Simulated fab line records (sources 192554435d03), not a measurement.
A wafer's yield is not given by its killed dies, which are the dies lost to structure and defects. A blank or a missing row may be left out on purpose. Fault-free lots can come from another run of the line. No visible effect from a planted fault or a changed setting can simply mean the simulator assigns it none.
A struck lot beside a sound one :: flow n5 finfet :: 15 out of 1938 route steps
Sound: wafers L717.1, L717.3, L717.4. Struck: wafers L737.4, L737.5. The cause comes at the end.
Order at every step that has rows: each side's tool, ch and its chambers, its first start. Under that, the readings that differ: sound wafers :: struck wafers :: difference of the means :: sigmas: that difference in standard deviations of wafers without a fault.
alike: a reading whose means differ by less than 2 such deviations, as well as words and numbers matching on both sides. not compared: withheld readings; readings where some wafer has no value; bounds like >300 that might hide an equal value; numbers whose values overlap and for which the record gives no deviation.
Wherever a step has rows on one side only, a row that says differs or no value, or a row with sigmas, the two part there. Numbers that don't overlap but have no deviation are shown without sigmas and don't part them. Lack of a reading on every wafer of one side parts them only where that side has two or more wafers.

first, 1 step without rows for these wafers: N5_BEOL_M12_HARDBAKE_32 (time 120 s).
N5_BEOL_M12_CD_MEAS_28: the cd target is 160.2 nm.
  sound on cd sem-01 ch 0, day 11 21:38; struck on cd sem-03 ch 0, day 16 03:04
  alike: cd nm
N5_BEOL_M12_OVL_MEAS_29:
  sound on overlay-02 ch 0, day 11 21:40; struck on overlay-02 ch 0, day 16 03:05
  alike: M12_OVL
N5_BEOL_M12_INSPECT_30: inspects for defects (macro).
  sound: defect inspect-01 at day 11 21:41; struck: defect inspect-01 at day 16 03:07
  alike: raw defect count
N5_BEOL_M12_DESCUM_33: chemistry O2, time 7.9 s.
  sound on rie diel-01 ch 0,1,2, day 11 21:43; struck on rie diel-04 ch 1,2, day 16 03:31
  alike: drypump motor current A, oes product au, rf vpp V, showerhead plenum p Torr, throttle valve pct
  not compared: rf hours counter h
N5_BEOL_M12_ETCH_67: etches SiARC in CF4, target depth 143 nm, time 238.3 s.
  sound on rie diel-01 ch 0,1,2, day 11 21:45; struck on rie diel-04 ch 1,2, day 16 03:34
  alike: drypump motor current A, etch rf on time s, oes product au, rf vpp V, showerhead plenum p Torr, throttle valve pct
  not compared: rf hours counter h
N5_BEOL_M12_ETCH_68: etches SOC in N2/H2, time 285 s.
  sound on rie diel-01 ch 0,1,2, day 11 21:54; struck on rie diel-04 ch 1,2, day 16 03:42
  alike: drypump motor current A, oes product au, rf vpp V, showerhead plenum p Torr, throttle valve pct
  not compared: rf hours counter h
then, 1 step without rows for these wafers: N5_BEOL_M12_STRIP_69 (strips in N2/H2).
N5_BEOL_M12_TRENCH_ETCH_34: etches SiOC in C4F8/O2/Ar, target depth 318.95 nm, time 125.5 s.
  sound on rie diel-01 ch 0,1,2, day 11 22:05; struck on rie diel-04 ch 1,2, day 16 03:53
  alike: drypump motor current A, oes product au, rf vpp V, showerhead plenum p Torr, throttle valve pct
  not compared: rf hours counter h
then, 1 step without rows for these wafers: N5_BEOL_M12_STRIP_70 (strips in C4F8/O2/Ar).
N5_BEOL_M12_OCD_MEAS_35:
  sound: ocd-02 at day 11 22:14; struck: ocd-02 at day 16 04:03
  alike: trench depth nm
N5_BEOL_M12_STRIP_37: strips in N2/H2.
  sound on plasma asher-01 ch 0,1, day 11 22:16; struck on plasma asher-01 ch 0, day 16 04:06
  alike: drypump motor current A, heater power w, oes product au
  not compared: rf hours counter h
N5_BEOL_M12_ETCH_38: etches SiCN in CF4/N2, target depth 68.7 nm, time 73.4 s.
  sound on rie diel-01 ch 0,2,3, day 11 23:26; struck on rie diel-01 ch 0,2, day 16 06:22
reading: rf hours counter h (h)
sound: 213 37 239
struck: - -
difference: no value on the struck wafers
sigmas: 

reading: model.etch.depth nm (nm)
sound: 58.91 58.34 59.97
struck: 66.25 69.73
difference: +8.92
sigmas: 
  alike: drypump motor current A, oes product au, rf vpp V, showerhead plenum p Torr, throttle valve pct
then, 1 step without rows for these wafers: N5_BEOL_M12_PRECLEAN_39 (cleans in residue remover, time 60 s).
N5_PASSIVATION_PROBE_49:
  sound: prober-02 at day 13 06:01; struck: prober-01 at day 17 16:36
reading: killed_at_M0_to_M3
sound: 46 42 42
struck: 74 55
difference: +21
sigmas: +2

reading: killed at contacts
sound: 9 13 7
struck: 29 16
difference: +13
sigmas: +2

reading: killed at front end
sound: 62 46 38
struck: 30 17
difference: -25
sigmas: -2

reading: sort_bin_8_speed (%)
sound: 0 0 0.51
struck: 0 0
difference: +0
sigmas: -3
  alike: defect limited yield, killed_at_M4_up, killed at other, killed dies, killed on rim, killed open, killed short, sort_bin_5_function, sort_bin_6_memory, sort n pass, sort yield pct

WHERE THEY PART
First at N5_BEOL_M12_ETCH_38; last, within this record, at N5_PASSIVATION_PROBE_49.

WHY: the cause the simulator had injected
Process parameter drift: rie diel-01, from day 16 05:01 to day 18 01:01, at N5_BEOL_M12_ETCH_38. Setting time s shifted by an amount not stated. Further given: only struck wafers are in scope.
